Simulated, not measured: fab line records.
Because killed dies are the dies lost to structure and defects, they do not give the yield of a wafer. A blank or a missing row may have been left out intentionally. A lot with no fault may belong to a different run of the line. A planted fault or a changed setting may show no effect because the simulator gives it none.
One fault seen from 3 desks ; flow nand-harc ; what lay behind the numbers comes last; until then each desk has only its own

== METROLOGY DESK ==
What the gauges read, lot by lot, whatever tool the lot ran on: means of the sampled wafers that have a number. Any lot whose mean is over 4 standard deviations away from the usual mean is out of limits and marked OUT; that distance is given in the brackets.
Columns: A = cd-nm at NHARC_P_M2_CD_MEAS_09, usual 170.0 nm
lot;first seen here;A
L391;day 6 06:05;171.2
L392;day 6 18:54;170.0
L394;day 7 12:59;169.6
L395;day 8 01:57;169.5
L396;day 8 11:32;169.7
L398;day 9 09:11;169.3
L405;day 12 15:29;170.2
L404;day 12 16:03;169.7
L407;day 13 02:12;170.1
L408;day 13 11:03;171.0
L409;day 14 01:57;170.9
L410;day 14 14:12;169.0
L412;day 15 02:57;169.8
L414;day 16 03:53;169.6
Result from this desk: across the 14 lots, nothing is out of limits.

== AT THE TOOL OWNER'S DESK: cmp-03 ==
The tool's own readings at NHARC_P_M2_CMP_23 (polishes, t overpolish 20 s, target thk 144.3 nm): means of the sampled wafers that have a number, for each lot that ran on this tool. Any lot whose mean is over 4 standard deviations away from the usual mean is out of limits and marked OUT; that distance is given in the brackets.
Columns: A = motor-current-A at NHARC_P_M2_CMP_23, usual 12.3 A; B = retaining-ring-pressure-frac at NHARC_P_M2_CMP_23, usual 1.000; C = time-to-endpoint-s at NHARC_P_M2_CMP_23, usual 27.9 s
lot;first seen here;A;B;C
L391;day 6 08:26;12.4;0.997;25.3
L394;day 7 15:16;11.8;1.000;27.7
L395;day 8 04:16;12.8;0.999;37.6
L396;day 8 13:56;12.2;0.996;37.1
L404;day 12 18:22;13.1;0.998;27.0
L408;day 13 13:22;13.0;0.998;28.4
L414;day 16 06:10;14.3;0.999;27.6
Result from this desk: across the 7 lots, nothing is out of limits.

== THE DEFECT DESK ==
What the inspections along the route counted, lot by lot: means of the sampled wafers that have a number. Any lot whose mean is over 4 standard deviations away from the usual mean is out of limits and marked OUT; that distance is given in the brackets.
Columns: A = raw-defect-count at NHARC_P_M2_INSPECT_27, usual 302
lot;first seen here;A
L391;day 6 08:56;310
L392;day 6 21:41;225
L394;day 7 15:44;379
L395;day 8 04:44;4638 (+39) OUT
L396;day 8 14:25;4579 (+39) OUT
L398;day 9 12:10;397
L405;day 12 18:47;236
L404;day 12 18:50;461
L407;day 13 05:04;292
L408;day 13 13:50;395
L409;day 14 05:12;248
L410;day 14 16:58;215
L412;day 15 05:46;338
L414;day 16 06:38;309
This desk finds L395, L396 out of limits, L395 being first, at day 8 04:44 (raw-defect-count at NHARC_P_M2_INSPECT_27). Within limits: L391, L392, L394, L398, L405, L404, L407, L408, L409, L410, L412, L414.

== ALL TOGETHER ==
The defect desk could have raised an alarm at day 8 04:44, on L395, L396.
The metrology desk saw nothing out of limits.
The tool owner's desk saw nothing out of limits.
The metrology desk has L395, L396 on record, within its limits.
On record at the tool owner's desk: L395, L396, within its limits.
Every lot named ran NHARC_P_M2_CMP_23 on cmp-03.

== WHAT THE SIMULATOR HAD PUT IN ==
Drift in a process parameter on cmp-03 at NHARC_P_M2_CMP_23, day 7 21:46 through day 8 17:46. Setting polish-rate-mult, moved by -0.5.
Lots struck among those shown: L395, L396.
Hours from the fault's start to each desk's first reading out of limits: the defect desk, 7.
